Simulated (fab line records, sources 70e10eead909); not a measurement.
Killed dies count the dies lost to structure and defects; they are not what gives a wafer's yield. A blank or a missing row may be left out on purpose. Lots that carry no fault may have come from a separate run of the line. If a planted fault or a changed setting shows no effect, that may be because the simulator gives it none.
Which tool was responsible?	flow nand-harc	23 lots, 69 wafers sampled, at 6 steps of a route of 1302

## WHAT THE GAUGES READ, wafer by wafer
NHARC_A_SGD_CUT_INSPECT_25.
lot	measured	on	raw-defect-count
L075	day 19 16:58	defect-inspect-02	439 312 285
L074	day 19 21:23	defect-inspect-02	365 433 399
L077	day 20 03:11	defect-inspect-01	409 377 387
L079	day 21 04:03	defect-inspect-02	341 427 418
L078	day 21 04:04	defect-inspect-01	348 330 382
L080	day 21 20:04	defect-inspect-01	326 400 290
L081	day 21 20:04	defect-inspect-02	417 425 442
L082	day 23 06:26	defect-inspect-02	369 443 341
L083	day 23 14:25	defect-inspect-02	356 376 244
L085	day 23 14:27	defect-inspect-01	326 403 354
L084	day 23 14:23	defect-inspect-01	361 303 320
L086	day 24 22:23	defect-inspect-01	355 348 296
L087	day 25 08:35	defect-inspect-01	446 635 335
L089	day 25 08:44	defect-inspect-01	404 370 397
L088	day 25 17:32	defect-inspect-01	363 480 429
L090	day 25 17:32	defect-inspect-02	617 541 573
L091	day 26 17:10	defect-inspect-01	382 483 516
L092	day 27 05:22	defect-inspect-01	322 352 389
L093	day 27 05:19	defect-inspect-02	453 319 292
L094	day 27 05:25	defect-inspect-01	292 380 255
L095	day 28 09:19	defect-inspect-01	683 804 497
L096	day 28 18:29	defect-inspect-02	457 390 386
L097	day 29 06:04	defect-inspect-01	397 412 400

## TOOL THAT RAN EACH LOT (tool first, then ch and the chambers of the sampled wafers, then the start)
lot	NHARC_A_STAIRCASE_DEP_301	NHARC_A_STAIRCASE_HM_OPEN_463	NHARC_A_STAIRCASE_ETCH_453	NHARC_A_STAIRCASE_STRIP_316	NHARC_A_SGD_CUT_ETCH_58
L075	pecvd-02 ch 0,1,2, day 16 23:50	rie-diel-11 ch 1,2,3, day 19 10:22 or earlier	rie-diel-11 ch 0,1,3, day 19 10:22 or earlier	rie-diel-11 ch 0,2,3, day 19 10:22 or earlier	rie-diel-06 ch 0,2,3, day 19 10:22
L074	pecvd-01 ch 0,1,2, day 17 03:38	rie-diel-11 ch 1,3, day 19 14:52 or earlier	rie-diel-11 ch 1,3, day 19 14:52 or earlier	rie-diel-11 ch 2,3, day 19 14:52 or earlier	rie-diel-01 ch 0,1,3, day 19 14:52
L077	pecvd-01 ch 0,1,2, day 17 22:30	rie-diel-11 ch 2,3, day 19 20:52 or earlier	rie-diel-11 ch 0,2,3, day 19 20:52 or earlier	rie-diel-11 ch 0,2,3, day 19 20:52 or earlier	rie-diel-01 ch 1,3, day 19 20:52
L079	pecvd-02 ch 0,1,2, day 18 15:10	rie-diel-03 ch 0,1, day 20 22:15 or earlier	rie-diel-03 ch 0,1, day 20 22:15 or earlier	rie-diel-03 ch 0,1, day 20 22:15 or earlier	rie-diel-06 ch 0,1, day 20 22:15
L078	pecvd-02 ch 0,1,2, day 18 19:34	rie-diel-03 ch 0,3, day 20 21:31 or earlier	rie-diel-03 ch 0,3, day 20 21:31 or earlier	rie-diel-03 ch 1,3, day 20 21:31 or earlier	rie-diel-01 ch 0,2,3, day 20 21:31
L080	pecvd-04 ch 0,2, day 19 09:08	rie-diel-13 ch 0,2,3, day 21 14:55 or earlier	rie-diel-13 ch 2,3, day 21 14:55 or earlier	rie-diel-13 ch 0,1,3, day 21 14:55 or earlier	rie-diel-07 ch 0,1, day 21 14:55
L081	pecvd-04 ch 0,1,2, day 19 10:49	rie-diel-13 ch 2,3, day 21 13:40 or earlier	rie-diel-13 ch 1,2,3, day 21 13:40 or earlier	rie-diel-13 ch 0,2,3, day 21 13:40 or earlier	rie-diel-06 ch 0,3, day 21 13:40
L082	pecvd-01 ch 0,1,2, day 20 21:26	rie-diel-11 ch 1,3, day 23 00:01 or earlier	rie-diel-11 ch 1,3, day 23 00:01 or earlier	rie-diel-11 ch 1,2,3, day 23 00:01 or earlier	rie-diel-01 ch 0,3, day 23 00:01
L083	pecvd-04 ch 0,1, day 20 23:41	rie-diel-13 ch 1,2, day 23 07:52 or earlier	rie-diel-13 ch 1,2, day 23 07:52 or earlier	rie-diel-13 ch 1,2,3, day 23 07:52 or earlier	rie-diel-06 ch 0,1,2, day 23 07:52
L085	pecvd-01 ch 0,1, day 21 04:47	rie-diel-11 ch 0,1,3, day 23 10:34 or earlier	rie-diel-11 ch 1,2, day 23 10:34 or earlier	rie-diel-11 ch 0,3, day 23 10:34 or earlier	rie-diel-01 ch 0,1,2, day 23 10:34
L084	pecvd-02 ch 1,2, day 21 04:59	rie-diel-11 ch 0,1, day 23 07:35 or earlier	rie-diel-11 ch 0,3, day 23 07:35 or earlier	rie-diel-11 ch 0,2,3, day 23 07:35 or earlier	rie-diel-07 ch 2,3, day 23 07:35
L086	pecvd-04 ch 1,2, day 22 09:14	rie-diel-03 ch 0,1,3, day 24 15:31 or earlier	rie-diel-03 ch 0,2,3, day 24 15:31 or earlier	rie-diel-03 ch 0,2, day 24 15:31 or earlier	rie-diel-07 ch 0,1,3, day 24 15:31
L087	pecvd-01 ch 0,1,2, day 22 19:39	rie-diel-03 ch 0,2,3, day 25 01:35 or earlier	rie-diel-03 ch 0,1,2, day 25 01:35 or earlier	rie-diel-03 ch 0,1,2, day 25 01:35 or earlier	rie-diel-01 ch 0,2,3, day 25 01:35
L089	pecvd-02 ch 1,2, day 22 21:02	rie-diel-03 ch 0,2,3, day 25 01:53 or earlier	rie-diel-03 ch 0,2,3, day 25 01:53 or earlier	rie-diel-03 ch 0,2,3, day 25 01:53 or earlier	rie-diel-06 ch 0,1,2, day 25 01:53
L088	pecvd-01 ch 0,1,2, day 23 01:32	rie-diel-11 ch 0,2,3, day 25 11:17 or earlier	rie-diel-11 ch 0,3, day 25 11:17 or earlier	rie-diel-11 ch 0,2,3, day 25 11:17 or earlier	rie-diel-06 ch 2,3, day 25 11:17
L090	pecvd-02 ch 0,2, day 23 07:27	rie-diel-03 ch 0,2,3, day 25 11:01 or earlier	rie-diel-03 ch 0,2,3, day 25 11:01 or earlier	rie-diel-03 ch 0,1, day 25 11:01 or earlier	rie-diel-01 ch 0,2,3, day 25 11:01
L091	pecvd-01 ch 0,1, day 24 07:36	rie-diel-03 ch 0,1,3, day 26 10:26 or earlier	rie-diel-03 ch 0,1,3, day 26 10:26 or earlier	rie-diel-03 ch 0,1,3, day 26 10:26 or earlier	rie-diel-07 ch 0,2, day 26 10:26
L092	pecvd-04 ch 1,2, day 24 16:23	rie-diel-13 ch 0,1,2, day 26 22:58 or earlier	rie-diel-13 ch 0,1, day 26 22:58 or earlier	rie-diel-13 ch 2,3, day 26 22:58 or earlier	rie-diel-07 ch 0,1,3, day 26 22:58
L093	pecvd-04 ch 0,2, day 24 18:22	rie-diel-11 ch 0,1, day 26 22:47 or earlier	rie-diel-11 ch 0,2,3, day 26 22:47 or earlier	rie-diel-11 ch 0,3, day 26 22:47 or earlier	rie-diel-06 ch 1,2,3, day 26 22:47
L094	pecvd-04 ch 0,1, day 25 01:16	rie-diel-13 ch 1,2, day 27 01:50 or earlier	rie-diel-13 ch 1,2,3, day 27 01:50 or earlier	rie-diel-13 ch 1,2,3, day 27 01:50 or earlier	rie-diel-06 ch 0,2,3, day 27 01:50
L095	pecvd-01 ch 0,1,2, day 25 23:56	rie-diel-03 ch 0,1, day 28 02:57 or earlier	rie-diel-03 ch 0,1,3, day 28 02:57 or earlier	rie-diel-03 ch 1,2,3, day 28 02:57 or earlier	rie-diel-01 ch 1,3, day 28 02:57
L096	pecvd-04 ch 0,1,2, day 26 07:37	rie-diel-11 ch 0,2,3, day 28 08:56 or earlier	rie-diel-11 ch 0,1,3, day 28 08:56 or earlier	rie-diel-11 ch 0,2,3, day 28 08:56 or earlier	rie-diel-01 ch 1,2,3, day 28 08:56
L097	pecvd-01 ch 0,2, day 26 13:26	rie-diel-13 ch 0,2, day 28 21:36 or earlier	rie-diel-13 ch 0,2,3, day 28 21:36 or earlier	rie-diel-13 ch 0,2, day 28 21:36 or earlier	rie-diel-01 ch 0,2, day 28 21:36
- NHARC_A_STAIRCASE_DEP_301: deposits SiON, target thk 30 nm.
- NHARC_A_STAIRCASE_HM_OPEN_463: chemistry O2/COS.
- NHARC_A_STAIRCASE_ETCH_453: etches the open film in CF4/O2, target depth 30 nm, overetch 3 nm, time 16.5 s.
- NHARC_A_STAIRCASE_STRIP_316: strips in O2.
- NHARC_A_SGD_CUT_ETCH_58: etches the open film in CF4, target depth 39 nm, time 65 s.

## AS READ BY THE TOOLS THEMSELVES (means over the sampled wafers that have a number; for cases with no such wafer, the mark the record gives instead)
NHARC_A_STAIRCASE_DEP_301.
lot	tool	chamber-pressure-Torr (Torr)	heater-power-w (W)
L075	pecvd-02	3.503	658
L074	pecvd-01	3.497	693
L077	pecvd-01	3.504	692
L079	pecvd-02	3.499	634
L078	pecvd-02	3.493	655
L080	pecvd-04	3.510	820
L081	pecvd-04	3.498	701
L082	pecvd-01	3.499	631
L083	pecvd-04	3.501	677
L085	pecvd-01	3.501	691
L084	pecvd-02	3.501	590
L086	pecvd-04	3.498	618
L087	pecvd-01	3.497	692
L089	pecvd-02	3.504	603
L088	pecvd-01	3.497	699
L090	pecvd-02	3.505	699
L091	pecvd-01	3.498	751
L092	pecvd-04	3.502	668
L093	pecvd-04	3.506	637
L094	pecvd-04	3.503	635
L095	pecvd-01	3.507	714
L096	pecvd-04	3.501	696
L097	pecvd-01	3.512	700

NHARC_A_STAIRCASE_HM_OPEN_463.
lot	tool	drypump-motor-current-A (A)	oes-product-au (a.u.)	rf-vpp-V (V)	showerhead-plenum-p-Torr (Torr)	throttle-valve-pct (%)
L075	rie-diel-11	5.9	1.010	468	3.15	28.333
L074	rie-diel-11	6.2	0.994	470	3.26	28.319
L077	rie-diel-11	5.9	1.003	469	3.24	28.326
L079	rie-diel-03	4.9	1.006	463	2.94	28.334
L078	rie-diel-03	5.8	1.005	468	3.12	28.327
L080	rie-diel-13	5.8	1.009	467	3.13	28.329
L081	rie-diel-13	5.4	1.003	469	3.23	28.329
L082	rie-diel-11	6.3	0.995	468	3.17	28.335
L083	rie-diel-13	5.1	0.995	464	3.01	28.328
L085	rie-diel-11	6.2	0.995	469	3.24	28.329
L084	rie-diel-11	6.1	0.997	469	3.23	28.327
L086	rie-diel-03	5.3	0.998	465	3.01	28.336
L087	rie-diel-03	5.7	1.001	467	3.10	28.318
L089	rie-diel-03	5.8	1.008	467	3.10	28.332
L088	rie-diel-11	5.8	0.995	469	3.21	28.334
L090	rie-diel-03	5.7	1.002	467	3.10	28.325
L091	rie-diel-03	5.3	1.003	465	3.01	28.334
L092	rie-diel-13	5.6	0.995	464	3.01	28.333
L093	rie-diel-11	6.1	0.994	469	3.22	28.335
L094	rie-diel-13	5.1	0.995	465	3.00	28.326
L095	rie-diel-03	5.2	0.992	463	2.94	28.329
L096	rie-diel-11	5.8	1.008	469	3.20	28.327
L097	rie-diel-13	5.9	1.005	465	2.99	28.326

NHARC_A_STAIRCASE_ETCH_453.
lot	tool	drypump-motor-current-A (A)	oes-product-au (a.u.)	rf-vpp-V (V)	showerhead-plenum-p-Torr (Torr)	throttle-valve-pct (%)
L075	rie-diel-11	6.2	1.004	198.4	1.39	13.399
L074	rie-diel-11	6.2	0.997	199.0	1.40	13.393
L077	rie-diel-11	5.8	1.006	198.7	1.38	13.404
L079	rie-diel-03	4.9	1.005	196.1	1.25	13.396
L078	rie-diel-03	5.7	1.009	197.8	1.33	13.397
L080	rie-diel-13	5.5	0.999	197.5	1.33	13.390
L081	rie-diel-13	5.2	0.994	198.1	1.34	13.403
L082	rie-diel-11	6.3	0.992	197.5	1.36	13.399
L083	rie-diel-13	5.0	0.987	197.4	1.29	13.399
L085	rie-diel-11	6.0	0.999	197.3	1.31	13.395
L084	rie-diel-11	6.1	1.000	199.9	1.42	13.392
L086	rie-diel-03	5.7	1.005	197.8	1.32	13.392
L087	rie-diel-03	5.3	0.996	196.8	1.28	13.398
L089	rie-diel-03	5.7	1.004	197.5	1.32	13.397
L088	rie-diel-11	6.1	0.980	199.4	1.42	13.396
L090	rie-diel-03	5.7	1.009	197.5	1.32	13.389
L091	rie-diel-03	5.3	1.004	196.4	1.28	13.400
L092	rie-diel-13	5.4	0.995	197.1	1.29	13.407
L093	rie-diel-11	5.8	1.004	198.8	1.37	13.398
L094	rie-diel-13	5.2	0.990	197.8	1.33	13.398
L095	rie-diel-03	5.3	0.998	196.7	1.28	13.395
L096	rie-diel-11	6.2	1.004	198.6	1.38	13.397
L097	rie-diel-13	5.8	1.000	197.4	1.33	13.400

NHARC_A_STAIRCASE_STRIP_316.
lot	tool	drypump-motor-current-A (A)	oes-product-au (a.u.)	rf-vpp-V (V)	showerhead-plenum-p-Torr (Torr)	throttle-valve-pct (%)
L075	rie-diel-11	5.8	1.015	58.2	3.65	17.031
L074	rie-diel-11	5.6	1.015	58.0	3.54	17.027
L077	rie-diel-11	5.8	1.004	58.2	3.65	17.040
L079	rie-diel-03	5.0	1.001	57.7	3.32	17.036
L078	rie-diel-03	5.5	1.010	57.5	3.50	17.043
L080	rie-diel-13	5.5	1.003	57.9	3.55	17.034
L081	rie-diel-13	5.8	1.014	57.8	3.54	17.033
L082	rie-diel-11	5.9	0.993	58.7	3.55	17.041
L083	rie-diel-13	5.2	0.987	57.7	3.53	17.030
L085	rie-diel-11	6.1	0.997	58.2	3.75	17.032
L084	rie-diel-11	5.8	0.990	57.9	3.64	17.037
L086	rie-diel-03	5.7	0.990	57.7	3.49	17.038
L087	rie-diel-03	5.3	1.000	57.7	3.40	17.035
L089	rie-diel-03	5.7	1.003	57.9	3.50	17.041
L088	rie-diel-11	5.8	0.995	57.8	3.63	17.039
L090	rie-diel-03	4.9	0.990	57.4	3.30	17.037
L091	rie-diel-03	5.3	1.007	57.0	3.41	17.042
L092	rie-diel-13	5.4	0.991	58.2	3.63	17.041
L093	rie-diel-11	6.2	0.990	56.6	3.74	17.044
L094	rie-diel-13	5.2	0.995	57.9	3.51	17.037
L095	rie-diel-03	5.5	0.989	57.7	3.46	17.046
L096	rie-diel-11	5.8	1.001	57.3	3.61	17.034
L097	rie-diel-13	5.9	0.998	57.9	3.38	17.037

NHARC_A_SGD_CUT_ETCH_58.
lot	tool	drypump-motor-current-A (A)	oes-product-au (a.u.)	rf-vpp-V (V)	showerhead-plenum-p-Torr (Torr)	throttle-valve-pct (%)
L075	rie-diel-06	5.8	0.991	151.3	1.86	13.277
L074	rie-diel-01	6.1	1.014	151.6	1.78	13.285
L077	rie-diel-01	6.5	1.001	151.7	1.82	13.279
L079	rie-diel-06	5.3	0.988	150.5	1.75	13.289
L078	rie-diel-01	5.8	0.995	151.2	1.76	13.289
L080	rie-diel-07	5.7	1.001	150.0	1.71	13.291
L081	rie-diel-06	5.8	0.987	153.3	1.89	13.287
L082	rie-diel-01	6.1	1.012	151.1	1.79	13.281
L083	rie-diel-06	5.5	1.000	151.5	1.79	13.279
L085	rie-diel-01	5.8	1.002	150.8	1.75	13.277
L084	rie-diel-07	6.0	0.989	150.4	1.72	13.286
L086	rie-diel-07	5.6	1.003	151.4	1.73	13.278
L087	rie-diel-01	5.7	0.999	150.7	1.76	13.283
L089	rie-diel-06	5.5	0.999	151.1	1.79	13.289
L088	rie-diel-06	5.7	0.980	151.5	1.82	13.282
L090	rie-diel-01	5.8	0.989	151.6	1.76	13.281
L091	rie-diel-07	6.1	0.985	150.3	1.70	13.284
L092	rie-diel-07	5.7	0.997	149.9	1.73	13.275
L093	rie-diel-06	5.5	0.991	152.1	1.79	13.275
L094	rie-diel-06	5.8	0.996	152.6	1.85	13.281
L095	rie-diel-01	6.4	0.998	152.3	1.83	13.283
L096	rie-diel-01	6.1	0.997	151.8	1.80	13.291
L097	rie-diel-01	5.4	0.993	150.7	1.73	13.292

## THE ANSWER, worked out from the rows above alone
Rule: usual is defined by the lots themselves. Put in order of their means at a reading, lots are off if they are a third of the lots or fewer, leave a main group of 4 or more, and stand apart from it by a gap of 3 or more times the standard deviation of the main group's means; of several such gaps the widest counts. The tables above print the reading to a certain number of digits; a main group whose means all agree to those digits is not used. Also off: a lot with no number at a reading for which 4 or more lots have one. The other lots that the step has rows for count as sound. The gauges are gone through in route order, then the tools' own readings, and for those a lot's mean is taken as printed above. The first step at which some lot is off is used, and at that step the reading that is off furthest; a lot without a number counts as furthest.
Across all readings shown, no lot is off: no conclusion can be drawn from this.

## WHAT THE SIMULATOR HAD INSERTED
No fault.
